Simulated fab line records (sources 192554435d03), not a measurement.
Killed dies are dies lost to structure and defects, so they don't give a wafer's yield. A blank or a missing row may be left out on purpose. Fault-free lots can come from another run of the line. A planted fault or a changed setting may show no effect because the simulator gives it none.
Split-lot study ; flow n5_finfet ; 39 wafers read from 7 lots, route of 1938 steps

## ABOUT THE SPLIT
At N5_BEOL_M12_DEP_53 (deposits SiCN from 3MS/NH3, target thk 30 nm, time 10.5 s), the setting target_thk_a was moved away from the recipe's 300 angstrom on 15 of the 39 wafers read, by -57.6% to +48.8%. This setting was run at the recipe's value on the other wafers.

Reading taken at the split's own step.

## THE READING
SiCN_of_BEOL_M12_DEP_53.thk_nm (the simulator's own value, which no gauge read), in nm, at N5_BEOL_M12_DEP_53 (deposits SiCN from 3MS/NH3, target thk 30 nm, time 10.5 s). The file does not state a usual value for it. Here, 24 wafers ran the recipe; their average is 30.1 nm with a standard deviation of 0.48 nm.

wafer;tool, chamber at the split;target_thk_a as run, angstrom;against the recipe;SiCN_of_BEOL_M12_DEP_53.thk_nm, nm;against lot-mates on the recipe
L076.1;pecvd-02, 0;300;recipe;30.2;-
L076.2;pecvd-02, 2;300;recipe;29.4;-
L076.3;pecvd-02, 1;300;recipe;29.6;-
L076.4;pecvd-02, 1,2;300;recipe;30;-
L076.5;pecvd-02, 1,2;300;recipe;30;-
L076.6;pecvd-02, 0;300;recipe;30.8;-
L077.1;pecvd-04, 0;148.3;-50.6%;14.8;-15.3
L077.2;pecvd-04, 2;300;recipe;30;-
L077.3;pecvd-04, 1;300;recipe;29.6;-
L077.4;pecvd-04, 2;148.3;-50.6%;15.4;-14.7
L077.5;pecvd-04, 0;148.3;-50.6%;15.2;-14.9
L077.6;pecvd-04, 1;300;recipe;30.6;-
L080.1;pecvd-01, 1;300;recipe;29.6;-
L080.2;pecvd-01, 2;300;recipe;30.4;-
L080.3;pecvd-01, 0;210.6;-29.8%;21.2;-8.9
L080.4;pecvd-01, 2;210.6;-29.8%;22;-8.1
L080.5;pecvd-01, 0;210.6;-29.8%;21.8;-8.3
L080.6;pecvd-01, 1;300;recipe;30.2;-
L082.1;pecvd-04, 0,1;300;recipe;30.4;-
L082.5;pecvd-04, 0,1;300;recipe;30.4;-
L082.2;pecvd-04, 2;127.3;-57.6%;13;-17.3
L082.4;pecvd-04, 2;127.3;-57.6%;13;-17.3
L082.3;pecvd-04, 1;300;recipe;30.2;-
L082.6;pecvd-04, 0;127.3;-57.6%;13.4;-16.9
L089.1;pecvd-04, 0;300;recipe;29.8;-
L089.2;pecvd-04, 1;300;recipe;29.4;-
L089.3;pecvd-04, 2;446.5;+48.8%;44.2;+14.5
L089.4;pecvd-04, 1;446.5;+48.8%;44.6;+14.9
L089.5;pecvd-04, 0;300;recipe;30;-
L089.6;pecvd-04, 2;446.5;+48.8%;45.2;+15.5
L096.3;pecvd-01, 2;300;recipe;30;-
L096.5;pecvd-01, 2;300;recipe;31;-
L096.6;pecvd-01, 0;300;recipe;31.2;-
L097.1;pecvd-01, 0;300;recipe;29.6;-
L097.2;pecvd-01, 1;382.4;+27.5%;37.4;+7.2
L097.3;pecvd-01, 2;300;recipe;30.6;-
L097.4;pecvd-01, 1,0;382.4;+27.5%;38.4;+8.2
L097.5;pecvd-01, 1,0;382.4;+27.5%;38.4;+8.2
L097.6;pecvd-01, 2;300;recipe;30.4;-
The file does not say which wafer passed through which chamber wherever a row lists several chambers: such a row stands for several wafers.

THE FIT
A straight line over all 39 wafers: SiCN_of_BEOL_M12_DEP_53.thk_nm changes by +0.295 nm for each +1% of target_thk_a; r = +1.00; the points scatter about the line by 0.46 nm.
The same after taking each lot's own level away (the mean of its wafers on the recipe; 39 wafers): +0.297 nm for each +1%; r = +1.00; scatter 0.43 nm.
On that fit, the largest move of target_thk_a shifts the reading by 17 nm.
The span of the lots' own levels, 29.73 to 30.73 nm, comes to 2.1 times the standard deviation stated above.
Hence the lot-to-lot level has little effect on the slope; both slopes agree.
Check: with one of the wafers moved furthest among these (-57.6%) left out of the fit, the line predicts -17 nm for it against its lot-mates. Against them it came out at -17.3 nm.

## ADDITIONAL SPLITS CARRIED BY THESE WAFERS
These wafers also went through other splits before the reading. Each is held against what the fit with the lots' levels taken away leaves over:
other split on the same wafers;wafers away from the commonest value;r with SiCN_of_BEOL_M12_DEP_53.thk_nm (lot level and that fit taken away)
N5_BEOL_M11_CURE_72 time_s;15;-0.09

## THE FILE'S OWN FIT
SiCN_of_BEOL_M12_DEP_53.thk_nm changes by +0.297 nm for each +1% of target_thk_a, r = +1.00.
